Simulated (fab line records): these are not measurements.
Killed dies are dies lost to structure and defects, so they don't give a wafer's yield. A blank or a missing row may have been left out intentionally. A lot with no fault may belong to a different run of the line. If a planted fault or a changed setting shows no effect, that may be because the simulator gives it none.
Tool commonality check | flow n5_finfet | 11 lots, 29 wafers sampled

REASON IT WAS OPENED
N5_BEOL_M1_THK_MEAS_01, reading M1_ILD_THK: flagged on 2 of 11 lots. Wafers without a fault read 79.1 nm, standard deviation 1.2.
Rule: a lot is flagged when every wafer of it that has a number lies more than 4 standard deviations from that mean, or none has a number. As for the other lots, they are considered sound.

lot  | measured     | on            | M1_ILD_THK (nm), wafer by wafer | flag
L264 | day 6 01:19  | film_metro-01 | 80.1 77.1 79.2                  |
L267 | day 6 21:40  | film_metro-02 | 77.8 79.0 79.9                  |
L269 | day 7 07:08  | film_metro-01 | 78.0 79.7 79.7                  |
L270 | day 7 18:42  | film_metro-02 | 78.7 79.2 78.4                  |
L273 | day 8 04:18  | film_metro-01 | 80.5 79.8 80.8                  |
L274 | day 8 13:38  | film_metro-02 | 79.0 79.8 78.1                  |
L275 | day 8 19:04  | film_metro-01 | 78.3 79.0 79.7                  |
L280 | day 9 19:50  | film_metro-01 | 127.2                           | FLAGGED
L281 | day 10 01:40 | film_metro-01 | 126.8                           | FLAGGED
L283 | day 10 16:55 | film_metro-01 | 79.3 78.3 79.4                  |
L284 | day 10 20:13 | film_metro-02 | 77.2 79.4 79.3                  |
The mean of the flagged lots' numbers is 127.0 nm, +47.9 nm from the usual (+40 standard deviations).

WHICH TOOL RAN EACH LOT
4 process steps preceding the reading are held in the record, out of 1938 steps in the route. Each cell gives the tool, then ch followed by the chambers the sampled wafers passed through, then the start.
lot  | flag    | N5_BEOL_M0_PRE_CLEAN_113     | N5_BEOL_M0_SPUTTER_132       | N5_BEOL_M0_ANNEAL_119            | N5_BEOL_M1_ILD_DEP_00
L264 |         | pvd_sputter-01, day 5 21:11  | pvd_sputter-02, day 5 23:53  | rtp_anneal-01 ch 0, day 6 00:22  | pecvd-02 ch 0,2, day 6 01:14
L267 |         | pvd_sputter-02, day 6 17:09  | pvd_sputter-02, day 6 19:40  | rtp_anneal-01 ch 0, day 6 20:12  | pecvd-01 ch 1,2, day 6 21:35
L269 |         | pvd_sputter-03, day 7 04:59  | pvd_sputter-01, day 7 05:43  | rtp_anneal-02 ch 0, day 7 06:12  | pecvd-01 ch 0,1, day 7 07:04
L270 |         | pvd_sputter-02, day 7 16:29  | pvd_sputter-02, day 7 17:07  | rtp_anneal-01 ch 0, day 7 17:50  | pecvd-02 ch 0,1, day 7 18:38
L273 |         | pvd_sputter-03, day 8 02:11  | pvd_sputter-03, day 8 02:52  | rtp_anneal-01 ch 0, day 8 03:19  | pecvd-02 ch 0,1,2, day 8 04:14
L274 |         | pvd_sputter-03, day 8 11:09  | pvd_sputter-02, day 8 12:09  | rtp_anneal-02 ch 0, day 8 12:44  | pecvd-01 ch 0,1,2, day 8 13:34
L275 |         | pvd_sputter-01, day 8 16:17  | pvd_sputter-03, day 8 17:13  | rtp_anneal-02 ch 0, day 8 18:02  | pecvd-01 ch 0,1, day 8 18:59
L280 | FLAGGED | pvd_sputter-01, day 9 15:43  | pvd_sputter-01, day 9 18:02  | rtp_anneal-01 ch 0, day 9 18:36  | pecvd-01 ch 0, day 9 19:46
L281 | FLAGGED | pvd_sputter-02, day 9 23:08  | pvd_sputter-02, day 9 23:43  | rtp_anneal-01 ch 0, day 10 00:43 | pecvd-01 ch 0, day 10 01:36
L283 |         | pvd_sputter-02, day 10 14:27 | pvd_sputter-02, day 10 15:23 | rtp_anneal-01 ch 0, day 10 15:53 | pecvd-03 ch 0,1,2, day 10 16:50
L284 |         | pvd_sputter-02, day 10 16:37 | pvd_sputter-03, day 10 18:46 | rtp_anneal-01 ch 0, day 10 19:14 | pecvd-02 ch 0,1,2, day 10 20:08
What these steps do:
- N5_BEOL_M0_PRE_CLEAN_113: time 30 s.
- N5_BEOL_M0_SPUTTER_132: material Cu, target thk 4 nm, time 7.37 s.
- N5_BEOL_M0_ANNEAL_119: time 90 s.
- N5_BEOL_M1_ILD_DEP_00: deposits SiOC from DEMS/O2, target thk 79 nm, time 15.3 s.
- N5_BEOL_M1_THK_MEAS_01

FLAGGED AGAINST TOTAL, ONE TOOL AT A TIME (gauges that did the reading follow at the end)
step                     | tool           | lots run | flagged | share of the flagged lots | sound lots run after its first flagged lot
N5_BEOL_M0_PRE_CLEAN_113 | pvd_sputter-01 | 3        | 1       | some                      | 0
N5_BEOL_M0_PRE_CLEAN_113 | pvd_sputter-02 | 5        | 1       | some                      | 2 (L283,L284)
N5_BEOL_M0_PRE_CLEAN_113 | pvd_sputter-03 | 3        | 0       | none                      | -
N5_BEOL_M0_SPUTTER_132   | pvd_sputter-01 | 2        | 1       | some                      | 0
N5_BEOL_M0_SPUTTER_132   | pvd_sputter-02 | 6        | 1       | some                      | 1 (L283)
N5_BEOL_M0_SPUTTER_132   | pvd_sputter-03 | 3        | 0       | none                      | -
N5_BEOL_M0_ANNEAL_119    | rtp_anneal-01  | 8        | 2       | all                       | 2 (L283,L284)
N5_BEOL_M0_ANNEAL_119    | rtp_anneal-02  | 3        | 0       | none                      | -
N5_BEOL_M1_ILD_DEP_00    | pecvd-01       | 6        | 2       | all                       | 0
N5_BEOL_M1_ILD_DEP_00    | pecvd-02       | 4        | 0       | none                      | -
N5_BEOL_M1_ILD_DEP_00    | pecvd-03       | 1        | 0       | none                      | -
N5_BEOL_M1_THK_MEAS_01   | film_metro-01  | 7        | 2       | all                       | 1 (L283)
N5_BEOL_M1_THK_MEAS_01   | film_metro-02  | 4        | 0       | none                      | -

WHAT IS ALLOWED BY THE TABLE
Rows of the table that ran every flagged lot, 3 in all: rtp_anneal-01 at N5_BEOL_M0_ANNEAL_119, pecvd-01 at N5_BEOL_M1_ILD_DEP_00, film_metro-01 at N5_BEOL_M1_THK_MEAS_01.
- rtp_anneal-01 at N5_BEOL_M0_ANNEAL_119: 2 of its 8 lots flagged. After the first flagged lot (L283, L284), sound lots still ran on it; a lasting fault on the whole tool would not permit that.
- pecvd-01 at N5_BEOL_M1_ILD_DEP_00: 2 of its 6 lots flagged. Last sound lot L275 at day 8 18:59, first flagged lot L280 at day 9 19:46; a fault beginning in between fits.
- film_metro-01 at N5_BEOL_M1_THK_MEAS_01: 2 of its 7 lots flagged. After the first flagged lot (L283), sound lots still ran on it; a lasting fault on the whole tool would not permit that.
Just one tool remains: pecvd-01 at N5_BEOL_M1_ILD_DEP_00.

WHAT THE SIMULATOR HAD PUT IN
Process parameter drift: pecvd-01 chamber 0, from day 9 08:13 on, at N5_BEOL_M1_ILD_DEP_00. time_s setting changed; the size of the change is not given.
Shown lots that were struck: L280, L281. Same finding as the rule above.
